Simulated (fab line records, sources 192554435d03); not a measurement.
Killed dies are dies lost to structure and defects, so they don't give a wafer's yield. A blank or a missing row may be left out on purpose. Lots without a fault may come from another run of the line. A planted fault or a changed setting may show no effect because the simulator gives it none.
Chamber matching | flow n5_finfet | N5_BEOL_M10_DESCUM_16 on rie_diel-06: 4 sister chambers
The step chemistry O2, time 7.9 s. 8 wafers are shown with their chamber, then 8 later ones without.

WAFERS WITH THEIR CHAMBER
wafer  | chamber | showerhead_plenum_p_Torr (Torr) | throttle_valve_pct (%)
L082.5 | 0       | 2.17                            | 21.00
L084.5 | 0       | 2.16                            | 21.00
L084.6 | 1       | 2.03                            | 20.20
L087.3 | 1       | 2.03                            | 20.20
L089.1 | 3       | 1.98                            | 20.57
L089.4 | 2       | 2.13                            | 20.48
L089.6 | 3       | 1.98                            | 20.57
L091.2 | 2       | 2.13                            | 20.47

WAFERS WITHOUT THEIR CHAMBER
wafer  | showerhead_plenum_p_Torr (Torr) | throttle_valve_pct (%)
L091.5 | 2.02                            | 20.22
L091.6 | 1.98                            | 20.57
L096.1 | 2.16                            | 20.56
L096.2 | 1.97                            | 20.59
L096.5 | 2.16                            | 20.56
L097.3 | 2.16                            | 20.56
L097.4 | 2.12                            | 20.11
L097.5 | 2.16                            | 20.58

WHICH CHAMBER EACH WENT THROUGH
wafer  | from the rows above | in truth
L091.5 | 1                   | 1
L091.6 | 3                   | 3
L096.1 | 2                   | 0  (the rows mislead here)
L096.2 | 3                   | 3
L096.5 | 2                   | 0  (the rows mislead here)
L097.3 | 2                   | 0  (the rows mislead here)
L097.4 | 1                   | 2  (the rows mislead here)
L097.5 | 2                   | 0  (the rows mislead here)
Placed correctly: 3 of 8. Can't be placed from these rows: 0. Placed wrongly: 5.
How it was worked out, from the rows above alone: a wafer's distance from a chamber is the root of the sum, over the readings, of the square of ((its reading less the chamber's mean) divided by the reading's scatter). The wafer belongs to the nearest chamber; if the next one is less than 2 further off, it can't be placed. A chamber's mean is the mean of its shown wafers. The scatter: the root of (the sum of the squares of (reading less its chamber's mean) over the shown wafers, divided by (wafers less chambers)).
